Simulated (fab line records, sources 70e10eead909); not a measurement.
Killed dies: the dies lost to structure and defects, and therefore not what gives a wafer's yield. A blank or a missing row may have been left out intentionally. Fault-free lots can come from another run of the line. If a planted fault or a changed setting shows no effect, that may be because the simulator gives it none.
What tool caused it? | flow nand harc | 10 lots, 30 wafers sampled, at 1 step of a route of 1302

WHAT EACH GAUGE READ, for each wafer
NHARC_A_ONON_D1_THK_MEAS_14: measures by ellipsometry.
lot  | measured     | on            | thk nm (nm)
L110 | day 7 14:28  | film metro-01 | 1007 1006 1007
L112 | day 8 09:08  | film metro-02 | 1016 1014 1015
L111 | day 8 09:09  | film metro-01 | 989 989 988
L117 | day 10 21:25 | film metro-01 | 992 993 994
L123 | day 13 05:46 | film metro-02 | 993 992 993
L124 | day 13 22:34 | film metro-01 | 997 999 996
L129 | day 16 01:19 | film metro-01 | 1014 1014 1015
L131 | day 16 16:30 | film metro-01 | 1001 998 1000
L133 | day 17 07:47 | film metro-02 | 1003 1005 1003
L132 | day 17 07:48 | film metro-02 | 1006 1005 1004

EACH LOT AND THE TOOL THAT RAN IT (in order: tool; ch and the chambers of the sampled wafers; start)
The record holds no process step before these readings.

THE ANSWER, worked out from the rows above alone
Rule: the lots themselves supply what counts as usual. Put in order of their means at a reading, lots are off if they are a third of the lots or fewer, leave a main group of 4 or more, and stand apart from it by a gap of 3 or more times the standard deviation of the main group's means; of several such gaps the widest counts. The tables above print the reading to a certain number of digits; a main group whose means all agree to those digits is not used. Also off: a lot with no number at a reading for which 4 or more lots have one. All remaining lots with rows at the step are treated as sound.
No lot is off at any reading shown: from this, nothing can be told.

WHAT THE SIMULATOR HAD INSERTED
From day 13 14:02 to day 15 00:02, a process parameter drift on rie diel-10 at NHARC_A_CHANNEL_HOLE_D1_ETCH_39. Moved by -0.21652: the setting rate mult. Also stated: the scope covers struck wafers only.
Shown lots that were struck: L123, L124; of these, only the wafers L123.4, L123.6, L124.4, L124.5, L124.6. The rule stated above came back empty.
